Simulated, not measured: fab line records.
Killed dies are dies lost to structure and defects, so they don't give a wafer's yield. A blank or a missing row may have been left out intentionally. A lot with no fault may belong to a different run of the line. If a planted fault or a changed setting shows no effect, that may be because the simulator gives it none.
Matching of chambers || flow n5_finfet || pecvd-04 running N5_FIN_SAQP_HM_DEP_72: 3 sister chambers
The step deposits SiO2 from SiH4/N2O, target thk 12 nm, time 7.2 s. 6 wafers are shown with their chamber, then 11 later ones without.

== WAFERS WITH THEIR CHAMBER ==
{"wafer": "L088.6", "chamber": 2, "showerhead_plenum_p_Torr (Torr)": 8.22, "heater_power_w (W)": 791}
{"wafer": "L091.4", "chamber": 1, "showerhead_plenum_p_Torr (Torr)": 8.26, "heater_power_w (W)": 916}
{"wafer": "L093.2", "chamber": 1, "showerhead_plenum_p_Torr (Torr)": 8.25, "heater_power_w (W)": 863}
{"wafer": "L093.4", "chamber": 0, "showerhead_plenum_p_Torr (Torr)": 8.36, "heater_power_w (W)": 750}
{"wafer": "L093.5", "chamber": 2, "showerhead_plenum_p_Torr (Torr)": 8.23, "heater_power_w (W)": 808}
{"wafer": "L095.2", "chamber": 0, "showerhead_plenum_p_Torr (Torr)": 8.39, "heater_power_w (W)": 815}

== WAFERS MISSING THEIR CHAMBER ==
{"wafer": "L095.3", "showerhead_plenum_p_Torr (Torr)": 8.24, "heater_power_w (W)": 941}
{"wafer": "L095.5", "showerhead_plenum_p_Torr (Torr)": 8.24, "heater_power_w (W)": 817}
{"wafer": "L096.1", "showerhead_plenum_p_Torr (Torr)": 8.41, "heater_power_w (W)": 788}
{"wafer": "L096.2", "showerhead_plenum_p_Torr (Torr)": 8.24, "heater_power_w (W)": 855}
{"wafer": "L096.3", "showerhead_plenum_p_Torr (Torr)": 8.26, "heater_power_w (W)": 858}
{"wafer": "L096.4", "showerhead_plenum_p_Torr (Torr)": 8.39, "heater_power_w (W)": 775}
{"wafer": "L096.5", "showerhead_plenum_p_Torr (Torr)": 8.37, "heater_power_w (W)": 786}
{"wafer": "L096.6", "showerhead_plenum_p_Torr (Torr)": 8.27, "heater_power_w (W)": 857}
{"wafer": "L097.2", "showerhead_plenum_p_Torr (Torr)": 8.26, "heater_power_w (W)": 917}
{"wafer": "L097.3", "showerhead_plenum_p_Torr (Torr)": 8.23, "heater_power_w (W)": 794}
{"wafer": "L097.5", "showerhead_plenum_p_Torr (Torr)": 8.39, "heater_power_w (W)": 799}

== EACH ONE'S CHAMBER ==
{"wafer": "L095.3", "from the rows above": 1, "in truth": 1}
{"wafer": "L095.5", "from the rows above": "can't be placed: 2 or 1", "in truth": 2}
{"wafer": "L096.1", "from the rows above": 0, "in truth": 0}
{"wafer": "L096.2", "from the rows above": "can't be placed: 1 or 2", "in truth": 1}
{"wafer": "L096.3", "from the rows above": 1, "in truth": 1}
{"wafer": "L096.4", "from the rows above": 0, "in truth": 0}
{"wafer": "L096.5", "from the rows above": 0, "in truth": 0}
{"wafer": "L096.6", "from the rows above": 1, "in truth": 1}
{"wafer": "L097.2", "from the rows above": 1, "in truth": 1}
{"wafer": "L097.3", "from the rows above": 2, "in truth": 2}
{"wafer": "L097.5", "from the rows above": 0, "in truth": 0}
Correct placement for 9 of the 11. Unplaceable from these rows: 2, with the true chamber sitting among the candidates in 2. 0 placed wrongly.
How it was worked out, from the rows above alone: a wafer's distance from a chamber is the root of the sum, over the readings, of the square of ((its reading less the chamber's mean) divided by the reading's scatter). The wafer belongs to the nearest chamber; if the next one is less than 2 further off, it can't be placed. Each chamber's mean is taken over the wafers shown for it. The scatter is the square root of a quotient: the sum, over the shown wafers, of each reading's squared deviation from its chamber's mean, divided by wafers minus chambers.
